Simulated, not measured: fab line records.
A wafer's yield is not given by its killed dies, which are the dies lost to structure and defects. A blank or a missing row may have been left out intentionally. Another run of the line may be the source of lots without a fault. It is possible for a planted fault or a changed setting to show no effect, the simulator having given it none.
fab line records	flow nand_harc	part 1 of 2: steps 1 to 36 of 37
[record] lots = 6	wafers = 17	last_day = 25
route steps=1159 shown A_SGD_CUT@768 A_SLIT@779 END@1159
lots that met no fault: from a run of the same line without faults
start_h: start of the lot's first displayed wafer, in hours after the record's first day	wait_h: hours elapsed since this lot's preceding step	" unchanged from the row above	L1.1+2: one row covering several wafers at once	- value missing, or start not given	* or withheld: withheld	< > ~ a bound
route shown NAME@n: a module of which the file shows steps, and the number in the route of the first	usual: mean and standard deviation over wafers with no fault	same: alike in all rows	chamber/n: place in a boat	sites: per-site readings	_std_site: their standard deviation	_edge_site: outer sites' mean less inner sites'	radius_mm: for every site, how far away it sits from the centre of the wafer	mask NAME#n: copy n	behind: the last tool/chamber to shape the wafer	hold: the reason the lot was held/the length of the hold in hours/how it ended	device: transistor that didn't switch, given as n, p or np	end of line: tests run on the same wafers once the route is complete	a step without rows: its recipe alone	killed: not the wafer's yield, but the dies lost to structure and defects at the first sort	map: dies across one wafer; x = killed, . = not, _ = none there
set.NAME: the run value of the setting; set.NAME@STEP: its run value at that earlier step	model.NAME: the simulator's own value behind a step, which no gauge read
a table for each step, a row for each wafer; lots at some steps of the route
services: the hour from which a tool's chamber was out of use, counted from the record's first day as start_h (under 0 if before that day), plus the number of hours and why
[[steps]]
[step NHARC_A_SGD_CUT_PRECLEAN_18]
[recipe] time_s = *	temp_c = 50	bath_age_min = 0	chemistry = SC1
[step NHARC_A_SGD_CUT_SRD_19]
[step NHARC_A_SGD_CUT_DEP_20]
[recipe] target_thk_a = 1500	temp_c = 65	material = SiO2
[step NHARC_A_SGD_CUT_ANNEAL_27]
[recipe] temp_c = 450	time_s = 1800
[step NHARC_A_SGD_CUT_CMP_21]
[recipe] target_thk_nm = 148.19
[step NHARC_A_SGD_CUT_THK_MEAS_22]
[recipe] thk_meas_gauge = ellipsometry
[usual] thk_nm = 148.4/1.4
lot.wafer	tool	chamber	start_h	wait_h	thk_nm
L448.2	film_metro-01	-	323.45	0.2	147.1
L448.3	"	-	"	"	148.2
L448.4	"	-	"	"	146.5
L452.2	film_metro-01	-	362.29	0.2	148.0
L452.5	"	-	"	"	148.7
L452.6	"	-	"	"	150.9
L453.3	film_metro-02	-	378.04	0.2	148.5
L453.5	"	-	"	"	150.0
L453.6	"	-	"	"	151.4
L454.3	film_metro-01	-	378.19	0.2	149.1
L454.4	"	-	"	"	147.6
L460.3	film_metro-01	-	402.86	0.2	146.2
L460.4	"	-	"	"	147.4
L460.6	"	-	"	"	150.0
L467.1	film_metro-02	-	440.94	0.2	150.8
L467.3	"	-	"	"	149.9
L467.6	"	-	"	"	149.8
[step NHARC_A_SGD_CUT_SRD_23]
[step NHARC_A_SGD_CUT_ETCH_26]
[recipe] target_depth_a = 458	chemistry = dHF	material = SiO2
[step NHARC_A_SGD_CUT_ETCHBACK_24]
[recipe] target_depth_a = 500	over_etch_frac = 0.3	time_s = 92.857	ion_energy_ev = 120	ch3f_flow_sccm = 50	o2_flow_sccm = 30	ar_flow_sccm = 200	rf_w = 500	bias_w = 100	chemistry = CH3F/O2
[usual] drypump_motor_current_A = 6.0/0.45	mfc_ar_sccm = 200.1/0.58	oes_product_au = 0.96/0.034	rf_vpp_V = 244.0/1.9	showerhead_plenum_p_Torr = 2.44/0.12	throttle_valve_pct = 20.663/0.0098
[same] time_s = 92.857
lot.wafer	tool	chamber	start_h	wait_h	drypump_motor_current_A	mfc_ar_sccm	oes_product_au	rf_hours_counter_h	rf_vpp_V	showerhead_plenum_p_Torr	throttle_valve_pct
L448.4	rie_diel-08	3	323.67	0.1	6.5	200.7	1.01	2	242.9	2.40	20.667
L448.3	"	0	"	"	5.4	199.9	1.02	1	246.6	2.63	20.654
L448.2	"	2	"	"	6.0	201.0	1.00	2	241.9	2.30	20.675
L452.2	rie_diel-12	1	362.54	0.2	6.6	200.0	0.97	18	244.2	2.51	20.659
L452.5	"	3	"	"	5.7	200.4	0.96	-	243.6	2.37	20.656
L452.6	"	0	"	"	5.8	199.5	0.96	-	242.9	2.31	20.644
L453.3	rie_diel-10	0	378.26	0.1	6.3	199.3	1.01	2	246.7	2.61	20.666
L453.5	"	0	"	"	6.3	200.3	1.00	-	248.1	2.61	20.653
L453.6	"	1	"	"	5.3	199.9	1.01	-	243.2	2.33	20.662
L454.3	rie_diel-10	3	378.44	0.2	5.8	199.5	0.94	1	242.7	2.36	20.665
L454.4	"	1	"	"	5.2	199.8	0.94	2	241.0	2.33	20.648
L460.4	rie_diel-08	2	403.10	0.2	5.9	200.9	0.99	10	241.4	2.29	20.665
L460.3	"	0	"	"	5.4	200.6	1.01	10	246.2	2.63	20.671
L460.6	"	2	"	"	5.9	200.3	0.99	-	239.3	2.29	20.653
L467.1	rie_diel-10	3	441.18	0.2	5.8	200.1	0.94	5	244.2	2.36	20.665
L467.3	"	1	"	"	5.3	200.0	0.94	6	241.7	2.33	20.654
L467.6	"	3	"	"	5.8	200.1	0.93	-	243.2	2.36	20.662
[step NHARC_A_SGD_CUT_STRIP_28]
[recipe] time_s = 20	o2_flow_sccm = 500	ar_flow_sccm = 0	bias_w = 0	chemistry = O2
[step NHARC_A_SGD_CUT_INSPECT_25]
[usual] raw_defect_count = 305/86
lot.wafer	tool	chamber	start_h	wait_h	raw_defect_count
L448.2	defect_inspect-01	-	323.92	-	260
L448.3	"	-	"	"	238
L448.4	"	-	"	"	241
L452.2	defect_inspect-02	-	362.76	-	305
L452.5	"	-	"	"	266
L452.6	"	-	"	"	212
L453.3	defect_inspect-02	-	378.50	-	265
L453.5	"	-	"	"	233
L453.6	"	-	"	"	296
L454.3	defect_inspect-01	-	378.67	-	351
L454.4	"	-	"	"	295
L460.3	defect_inspect-01	-	403.33	-	183
L460.4	"	-	"	"	281
L460.6	"	-	"	"	192
L467.1	defect_inspect-02	-	441.44	-	310
L467.3	"	-	"	"	309
L467.6	"	-	"	"	314
[step NHARC_A_SLIT_DEP_25]
[recipe] target_thk_a = 2000	temp_c = 400	pressure_torr = 6.5	rf_w = 900	teos_flow_sccm = 161.4	flow_sccm = 2650	target_thk_nm = 200	gas = O2	material = SiO2
[step NHARC_A_SLIT_DEP_00]
[recipe] target_thk_a = 32000	temp_c = 400	material = aC
[usual] throttle_valve_pct = 35.000/0.009
lot.wafer	tool	chamber	start_h	wait_h	throttle_valve_pct
L448.2	acl_dep-02	0	324.65	-	35.005
L448.3	"	0	"	"	34.989
L448.4	"	0	"	"	35.002
L452.2	acl_dep-01	0	365.02	-	34.985
L452.5	"	0	"	"	35.015
L452.6	"	0	"	"	34.996
L453.3	acl_dep-02	0	379.93	-	35.005
L453.5	"	0	"	"	35.000
L453.6	"	0	"	"	34.999
L454.3	acl_dep-02	0	381.91	-	35.021
L454.4	"	0	"	"	34.997
L460.3	acl_dep-03	0	404.39	-	35.010
L460.4	"	0	"	"	34.989
L460.6	"	0	"	"	34.992
L467.1	acl_dep-01	0	441.86	-	35.010
L467.3	"	0	"	"	34.997
L467.6	"	0	"	"	35.005
[step NHARC_A_SLIT_DEP_23]
[recipe] target_thk_a = 1000	target_thk_nm = 100	temp_c = 400	pressure_torr = 3.5	flow_sccm = 200	rf_w = 350	material = SiON
[usual] chamber_pressure_Torr = 3.499/0.0071	heater_power_w = 740/130
lot.wafer	tool	chamber	start_h	wait_h	chamber_pressure_Torr	heater_power_w
L448.2	pecvd-03	0	326.33	1.4	3.500	931
L448.3	"	1	"	"	3.494	602
L448.4	"	1	"	"	3.492	602
L452.2	pecvd-02	1	366.69	1.3	3.497	736
L452.5	"	2	"	"	3.485	579
L452.6	"	0	"	"	3.494	760
L453.3	pecvd-03	1	381.28	1.0	3.501	678
L453.6	"	1	"	"	3.505	660
L453.5	"	2	"	"	3.492	692
L454.3	pecvd-03	2	383.23	1.0	3.508	641
L454.4	"	0	"	"	3.492	1015
L460.3	pecvd-02	1	405.80	1.1	3.508	850
L460.6	"	0	"	"	3.497	768
L460.4	"	1	"	"	3.499	839
L467.1	pecvd-03	1	443.86	1.7	3.506	583
L467.3	"	2	"	"	3.489	691
L467.6	"	2	"	"	3.501	693
[step NHARC_A_SLIT_DEHYDRATE_01]
[recipe] temp_c = 150	time_s = 120
[step NHARC_A_SLIT_HMDS_02]
[recipe] time_s = 30
[step NHARC_A_SLIT_COAT_03]
[recipe] spin_rpm = 1500	resist_thk_nm = 90
[step NHARC_A_SLIT_SOFTBAKE_04]
[recipe] temp_c = 105	time_s = 55
[step NHARC_A_SLIT_EBR_05]
[step NHARC_A_SLIT_EXPOSE_06]
[recipe] na = 1.35	dose_mj = 60.82	mask_id = SLIT
[step NHARC_A_SLIT_PEB_07]
[recipe] peb_temp_c = 100	peb_time_s = 65
[step NHARC_A_SLIT_DEVELOP_08]
[recipe] develop_time_s = 35	dev_temp_c = 23
[step NHARC_A_SLIT_CD_MEAS_09]
[recipe] target_cd_nm = 300	landing_energy_ev = 500
[usual] cd_nm = 300.0/0.46
lot.wafer	tool	chamber	start_h	wait_h	cd_nm
L448.2	cd_sem-02	0	326.86	-	299.9
L448.3	"	0	"	"	299.6
L448.4	"	0	"	"	299.6
L452.2	cd_sem-01	0	367.37	-	300.4
L452.5	"	0	"	"	300.1
L452.6	"	0	"	"	300.3
L453.3	cd_sem-02	0	381.84	-	299.5
L453.5	"	0	"	"	299.6
L453.6	"	0	"	"	299.6
L454.3	cd_sem-01	0	383.91	-	300.0
L454.4	"	0	"	"	300.0
L460.3	cd_sem-03	0	406.31	-	299.5
L460.4	"	0	"	"	300.2
L460.6	"	0	"	"	300.5
L467.1	cd_sem-03	0	444.42	-	300.3
L467.3	"	0	"	"	299.9
L467.6	"	0	"	"	300.1
[step NHARC_A_SLIT_OVL_MEAS_10]
[usual] overlay_x_nm = 0.0/0.65	overlay_y_nm = 0.1/0.91
lot.wafer	tool	chamber	start_h	wait_h	overlay_x_nm	overlay_y_nm
L448.2	overlay-02	-	326.95	-	-0.3	-1.6
L448.3	"	-	"	"	-0.5	-1.3
L448.4	"	-	"	"	-0.1	-1.6
L452.2	overlay-02	-	367.46	-	-0.3	-1.0
L452.5	"	-	"	"	-0.4	-0.6
L452.6	"	-	"	"	-0.4	-0.9
L453.3	overlay-01	-	381.93	-	-1.1	0.4
L453.5	"	-	"	"	-1.5	0.5
L453.6	"	-	"	"	-1.6	0.3
L454.3	overlay-02	-	384.00	-	-0.3	-0.1
L454.4	"	-	"	"	-0.4	0.3
L460.3	overlay-01	-	406.41	-	0.1	0.6
L460.4	"	-	"	"	0.3	-0.3
L460.6	"	-	"	"	0.2	-0.2
L467.1	overlay-02	-	444.50	-	0.0	-0.9
L467.3	"	-	"	"	0.3	-1.4
L467.6	"	-	"	"	0.0	-1.1
[step NHARC_A_SLIT_INSPECT_11]
[usual] raw_defect_count = 20/9.3
lot.wafer	tool	chamber	start_h	wait_h	raw_defect_count
L448.2	defect_inspect-01	-	326.98	0.0	17
L448.3	"	-	"	"	8
L448.4	"	-	"	"	7
L452.2	defect_inspect-01	-	367.49	0.0	20
L452.5	"	-	"	"	19
L452.6	"	-	"	"	18
L453.3	defect_inspect-02	-	381.98	0.1	36
L453.5	"	-	"	"	24
L453.6	"	-	"	"	37
L454.3	defect_inspect-02	-	384.03	0.0	9
L454.4	"	-	"	"	15
L460.3	defect_inspect-02	-	406.44	0.0	10
L460.4	"	-	"	"	9
L460.6	"	-	"	"	7
L467.1	defect_inspect-01	-	444.54	0.0	20
L467.3	"	-	"	"	11
L467.6	"	-	"	"	19
[step NHARC_A_SLIT_DESCUM_14]
[recipe] time_s = 3	o2_flow_sccm = 200	ar_flow_sccm = 0	bias_power_w = 0	chemistry = O2
[step NHARC_A_SLIT_ETCH_24]
[recipe] target_depth_a = 1210	time_s = 60.5	cf4_flow_sccm = 100	chf3_flow_sccm = 30	ar_flow_sccm = 0	rf_w = 500	bias_w = 200	chemistry = CF4/CHF3
[step NHARC_A_SLIT_ETCH_15]
[recipe] target_depth_a = 32000	over_etch_frac = 0.3	time_s = 832	ion_energy_ev = 150	o2_flow_sccm = 400	cos_flow_sccm = 20	ar_flow_sccm = 0	rf_w = 500	bias_w = 300	chemistry = O2/COS
[usual] drypump_motor_current_A = 5.7/0.33	mfc_ar_sccm = 0.005/0.0069	oes_product_au = 1.002/0.011	rf_vpp_V = 314.5/2.1	showerhead_plenum_p_Torr = 3.14/0.14	throttle_valve_pct = 28.330/0.0086
[same] time_s = 832
lot.wafer	tool	chamber	start_h	wait_h	drypump_motor_current_A	mfc_ar_sccm	oes_product_au	rf_hours_counter_h	rf_vpp_V	showerhead_plenum_p_Torr	throttle_valve_pct
L448.3	rie_diel-02	3	-	-	5.6	0	0.984	13	311.0	3.06	28.340
L448.2	"	0	"	"	5.7	0.019	1.004	13	319.0	3.26	28.334
L448.4	"	1	"	"	5.9	0	0.991	13	309.9	2.91	28.339
L452.2	rie_diel-02	2	-	-	5.5	0.005	1.001	2	315.6	3.30	28.329
L452.6	"	2	"	"	5.5	0.005	1.003	-	316.0	3.30	28.312
L452.5	"	3	"	"	5.6	0	0.996	-	312.0	3.06	28.333
L453.3	rie_diel-07	1	-	-	5.5	0.012	1.017	11	313.3	3.09	28.339
L453.6	"	0	"	"	5.2	0.005	0.986	-	312.5	3.11	28.335
L453.5	"	1	"	"	5.5	0.012	1.007	-	314.2	3.09	28.326
L454.3	rie_diel-02	1	-	-	5.9	0	1.019	4	311.9	2.91	28.332
L454.4	"	2	"	"	5.4	0.005	1.002	4	317.2	3.30	28.351
L460.4	rie_diel-09	0	-	-	6.2	0	0.991	8	316.2	3.28	28.330
L460.3	"	2	"	"	5.2	0	0.986	8	311.2	2.96	28.312
L460.6	"	3	"	"	6.0	0	1.012	-	314.9	3.17	28.319
L467.1	rie_diel-02	3	-	-	5.6	0	0.988	9	314.6	3.06	28.344
L467.3	"	2	"	"	5.4	0.005	1.000	9	318.0	3.30	28.335
L467.6	"	2	"	"	5.5	0.005	0.998	-	317.2	3.30	28.335
[step NHARC_A_SLIT_ETCH_17]
[recipe] bias_v = 900	source_w = withheld	pressure_mtorr = 20	ar_flow_sccm = 375	c4f8_flow_sccm = 83.3	o2_flow_sccm = 41.7	time_s = 1687.5	target_depth_a = 1.01e+05	chemistry = C4F8/O2/Ar
[usual] drypump_motor_current_A = 5.31/0.19	he_backside_leak_sccm = 5.8/0.63	mfc_ar_sccm = 375.1/1	showerhead_plenum_p_Torr = 3.71/0.14	throttle_valve_pct = 32.046/0.008
[same] time_s = 1687.5
lot.wafer	tool	chamber	start_h	wait_h	drypump_motor_current_A	he_backside_leak_sccm	mfc_ar_sccm	rf_hours_counter_h	showerhead_plenum_p_Torr	throttle_valve_pct
L448.2	har_etch-01	1	327.80	-	5.39	5.7	377.3	4	3.80	32.059
L448.3	"	1	"	"	5.36	5.8	376.5	-	3.80	32.039
L448.4	"	0	"	"	5.63	4.9	373.9	-	3.80	32.054
L452.2	har_etch-02	1	368.80	-	5.18	6.8	374.8	193	3.50	32.051
L452.5	"	1	369.81	-	5.17	6.7	375.4	-	3.50	32.059
L452.6	"	0	"	"	5.13	5.5	373.3	-	3.83	32.048
L453.3	har_etch-02	0	383.68	-	5.15	5.5	374.0	-	3.83	32.047
L453.5	"	1	"	"	5.24	6.5	375.7	-	3.50	32.034
L453.6	"	0	"	"	5.15	5.3	373.8	-	3.83	32.037
L454.4	har_etch-01	0	385.35	-	5.63	4.9	374.9	-	3.78	32.042
L454.3	"	1	"	"	5.40	6.0	374.7	-	3.78	32.057
L460.4	har_etch-02	1	407.78	-	5.19	6.5	375.7	-	3.49	32.039
L460.3	"	0	"	"	5.12	5.5	374.6	-	3.82	32.046
L460.6	"	1	"	"	5.22	7.0	374.3	-	3.49	32.049
L467.1	har_etch-01	1	445.52	-	5.38	6.0	374.7	55	3.77	32.035
L467.3	"	0	"	"	5.63	5.3	374.9	-	3.77	32.039
L467.6	"	0	"	"	5.62	5.3	375.2	-	3.77	32.053
[step NHARC_A_SLIT_ETCH_26]
[recipe] bias_v = 400	source_w = 2000	pressure_mtorr = 25	time_s = 90	ar_flow_sccm = 375	c4f8_flow_sccm = 41.7	o2_flow_sccm = 83.3	target_depth_a = 4000	chemistry = C4F8/O2/Ar
[step NHARC_A_SLIT_STRIP_28]
[recipe] o2_flow_sccm = 400	cos_flow_sccm = 20	ar_flow_sccm = 0	bias_w = 0	chemistry = O2/COS
[step NHARC_A_SLIT_ETCH_29]
[recipe] target_depth_a = 1000	overetch_a = 100	time_s = 55	ion_energy_ev = 100	cf4_flow_sccm = 80	o2_flow_sccm = 20	ar_flow_sccm = 0	rf_w = 300	bias_w = 100	chemistry = CF4/O2
[usual] drypump_motor_current_A = 5.8/0.34	mfc_ar_sccm = 0.005/0.0066	oes_product_au = 1.000/0.0098	rf_vpp_V = 198.0/1.3	showerhead_plenum_p_Torr = 1.35/0.06	throttle_valve_pct = 13.398/0.0095
[same] time_s = 55
lot.wafer	tool	chamber	start_h	wait_h	drypump_motor_current_A	mfc_ar_sccm	oes_product_au	rf_hours_counter_h	rf_vpp_V	showerhead_plenum_p_Torr	throttle_valve_pct
L448.4	rie_diel-07	3	329.89	0.1	6.1	0.015	0.986	5	196.4	1.28	13.385
L448.2	"	0	"	"	5.2	0.005	0.983	7	196.7	1.33	13.396
L448.3	"	2	"	"	6.4	0	0.987	7	197.7	1.37	13.412
L452.2	rie_diel-07	2	370.96	0.1	6.4	0	0.998	9	199.0	1.37	13.386
L452.5	"	0	"	"	5.1	0.005	0.990	-	198.2	1.33	13.414
L452.6	"	1	"	"	5.5	0.012	1.002	-	198.1	1.32	13.381
L453.3	rie_diel-07	0	385.06	0.1	5.2	0.005	0.991	12	197.3	1.33	13.411
L453.6	"	1	"	"	5.5	0.012	1.014	-	197.9	1.32	13.385
L453.5	"	0	"	"	5.1	0.005	0.980	-	199.6	1.33	13.394
L454.3	rie_diel-09	1	386.98	0.1	6.1	0	1.000	7	198.9	1.42	13.413
L454.4	"	1	"	"	6.1	0	0.996	-	200.2	1.42	13.394
L460.4	rie_diel-09	1	409.41	0.1	6.1	0	0.990	9	198.2	1.42	13.410
L460.3	"	2	"	"	5.3	0	0.995	9	196.7	1.26	13.393
L460.6	"	1	"	"	6.1	0	0.992	-	199.3	1.42	13.389
L467.1	rie_diel-02	0	447.65	0.1	5.6	0.019	1.014	9	200.0	1.39	13.408
L467.3	"	2	"	"	5.5	0.005	0.991	9	198.3	1.41	13.395
L467.6	"	3	"	"	5.6	0	0.993	-	196.5	1.31	13.399
[step NHARC_A_SLIT_STRIP_18]
[recipe] o2_flow_sccm = 500	ar_flow_sccm = 0	bias_w = 0	chemistry = O2
[step NHARC_A_SLIT_PRECLEAN_19]
[recipe] time_s = *	temp_c = 50	bath_age_min = 0	chemistry = SC1
[step NHARC_A_SLIT_SRD_20]
[step NHARC_A_SLIT_CD_MEAS_21]
[usual] cd_nm = 289.3/1
lot.wafer	tool	chamber	start_h	wait_h	cd_nm
L448.2	cd_sem-02	-	330.43	-	288.7
L448.3	"	-	"	"	289.1
L448.4	"	-	"	"	290.2
L452.2	cd_sem-03	-	371.48	-	290.5
L452.5	"	-	"	"	289.7
L452.6	"	-	"	"	289.2
L453.3	cd_sem-03	-	385.65	-	288.2
L453.5	"	-	"	"	289.5
L453.6	"	-	"	"	288.4
L454.3	cd_sem-02	-	387.59	-	288.6
L454.4	"	-	"	"	288.6
L460.3	cd_sem-01	-	409.96	-	289.3
L460.4	"	-	"	"	289.4
L460.6	"	-	"	"	289.7
L467.1	cd_sem-01	-	448.27	-	290.1
L467.3	"	-	"	"	290.7
L467.6	"	-	"	"	290.1
